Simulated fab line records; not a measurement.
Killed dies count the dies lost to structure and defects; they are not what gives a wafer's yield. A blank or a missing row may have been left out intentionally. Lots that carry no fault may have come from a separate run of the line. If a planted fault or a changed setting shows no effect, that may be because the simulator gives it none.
Matching of chambers	flow n5-finfet	4 sister chambers for N5_BEOL_M2_ETCH_77 on rie-diel-05
The step etches underlayer in N2/H2, target depth 6.5 nm, time 5.2 s. 8 wafers are shown with their chamber, then 8 later ones without.

EACH WAFER AND ITS CHAMBER
wafer	chamber	drypump-motor-current-A (A)	etch-rf-on-time-s (s)
L077.5	0	5.3	5.34
L079.2	3	5.3	5.38
L079.3	0	5.2	5.34
L079.4	2	5.4	5.13
L083.2	2	5.4	5.10
L083.3	1	6.4	5.48
L083.4	3	5.3	5.34
L088.3	1	6.4	5.47

WAFERS MISSING THEIR CHAMBER
wafer	drypump-motor-current-A (A)	etch-rf-on-time-s (s)
L088.5	5.3	5.30
L088.6	5.4	5.08
L091.1	6.4	5.53
L091.2	5.3	5.27
L091.4	5.3	5.04
L095.2	5.4	5.04
L095.3	5.3	5.36
L095.5	6.4	5.55

WHICH CHAMBER EACH WENT THROUGH
wafer	from the rows above	in truth
L088.5	can't be placed: 0 or 3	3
L088.6	2	2
L091.1	1	1
L091.2	can't be placed: 0 or 3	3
L091.4	2	2
L095.2	2	2
L095.3	can't be placed: 3 or 0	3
L095.5	1	1
Correct placement for 5 of the 8. Cannot be placed on the basis of these rows: 3; the candidates contain the true chamber in 3. Placed wrongly: 0.
How it was worked out, from the rows above alone: a wafer's distance from a chamber is the root of the sum, over the readings, of the square of ((its reading less the chamber's mean) divided by the reading's scatter). If the next closest chamber is less than 2 further off than the closest, the wafer can't be placed; otherwise it belongs to the closest. For every chamber, the mean is computed from those of its wafers that are shown. The scatter: the root of (the sum of the squares of (reading less its chamber's mean) over the shown wafers, divided by (wafers less chambers)).
